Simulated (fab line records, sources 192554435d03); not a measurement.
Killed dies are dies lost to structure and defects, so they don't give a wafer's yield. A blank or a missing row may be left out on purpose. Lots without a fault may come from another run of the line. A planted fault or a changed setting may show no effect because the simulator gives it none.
Problem report in the 8D (eight disciplines) form, filled by code | flow n5_finfet | the parts of the form that need people (team, actions taken, sign-off) are left out

1. THE PROBLEM
HMC_CMP_THK at N5_PMOS_HMC_CHANNEL_EPI_THK_MEAS_22 reads a mean of 43.2 nm on 1 wafer of 1 lot; wafers without a fault read 54.0 nm with a standard deviation of 0.97. That is -11 standard deviations from the usual mean.
First seen on wafer L967.6, day 3 13:49, on film_metro-01. The record holds 35 wafers of 12 lots with a number at this step. Rule for "out", or "out of limits": more than 4 standard deviations from the usual mean. The other wafers with a number count as sound.

2. WHAT IT IS AND WHAT IT IS NOT
question                    | is               | is not
which readings at this step | HMC_CMP_THK      | -
which lots                  | L967             | L961, L962, L964, L973, L975, L976, L977, L980, L981, L982, L983
which wafers of those lots  | L967.6           | L967.2, L967.5
read on which gauges        | film_metro-01    | film_metro-02
when                        | from day 3 13:49 | up to then (11 sound wafers); but 23 sound wafers of L973, L975, L976, L977, L980, L981, L982, L983 came after

3. SUSPECTS, AND WHAT RULES EACH OUT
Counting: a tool at a process step up to the reading stays a suspect if it ran every lot that is out. Sound lots after the first of them don't rule it out here, since some wafers of a struck lot are sound.
- the gauge at N5_PMOS_HMC_CHANNEL_EPI_THK_MEAS_22: ruled out. All the wafers that are out were read on film_metro-01, but those of them that N5_PMOS_HMC_CHANNEL_EPI_FIN_RECESS_16 has rows for are out there too, on other tools.
- rie_si-04 at N5_PMOS_HMC_CHANNEL_EPI_FIN_RECESS_16 (chemistry HBr/Cl2, target Si, target depth 54 nm, time 18 s): kept. It ran the lot that is out, L967 (day 3 12:00); its last sound lot up to then is L964 (day 2 18:04). Its own readings are out on those wafers: oes_product_au.
Left after counting: rie_si-04 at N5_PMOS_HMC_CHANNEL_EPI_FIN_RECESS_16.

4. THE CAUSE (what the simulator had put in)
Process parameter drift: rie_si-04, from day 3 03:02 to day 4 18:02, at N5_PMOS_HMC_CHANNEL_EPI_FIN_RECESS_16. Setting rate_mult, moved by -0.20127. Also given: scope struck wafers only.
Counting left only this tool.

5. THE CHAIN OF EFFECTS, in route order
Each row: a reading whose mean over the struck wafers that have a number lies more than 3 standard deviations from the usual. Only readings for which the record gives a usual standard deviation are gone through. hours: the time from each lot's start at the first step in this table that gives one to its start at this step, as a median over the lots. sigmas: the change in usual standard deviations.
hours | step                                  | reading        | usual      | on struck wafers | change | sigmas
0     | N5_PMOS_HMC_CHANNEL_EPI_FIN_RECESS_16 | oes_product_au | 0.998 a.u. | 0.892            | -0.106 | -7.1
2     | N5_PMOS_HMC_CHANNEL_EPI_THK_MEAS_22   | HMC_CMP_THK    | 54.0 nm    | 43.2             | -10.8  | -11
The process steps in it:
- N5_PMOS_HMC_CHANNEL_EPI_FIN_RECESS_16: chemistry HBr/Cl2, target Si, target depth 54 nm, time 18 s.
Later measuring or inspecting steps at which every struck wafer that the step has a row for has a number for every such reading, and none has moved that far: N5_PMOS_HMC_CHANNEL_EPI_INSPECT_30.

6. WHAT WOULD HAVE CAUGHT IT SOONER
In this record the first reading out of limits at a measuring or inspecting step was taken at day 3 13:49, 11 hours after the fault began at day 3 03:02.
The tool's own readings at N5_PMOS_HMC_CHANNEL_EPI_FIN_RECESS_16 were out on every struck wafer that the step has a row for (oes_product_au): an alarm limit on them would have fired on the first of those.
All the lots that are out (1) had begun N5_PMOS_HMC_CHANNEL_EPI_FIN_RECESS_16 on rie_si-04 by day 3 13:49. A hold on the tool at that time would have spared none of them.
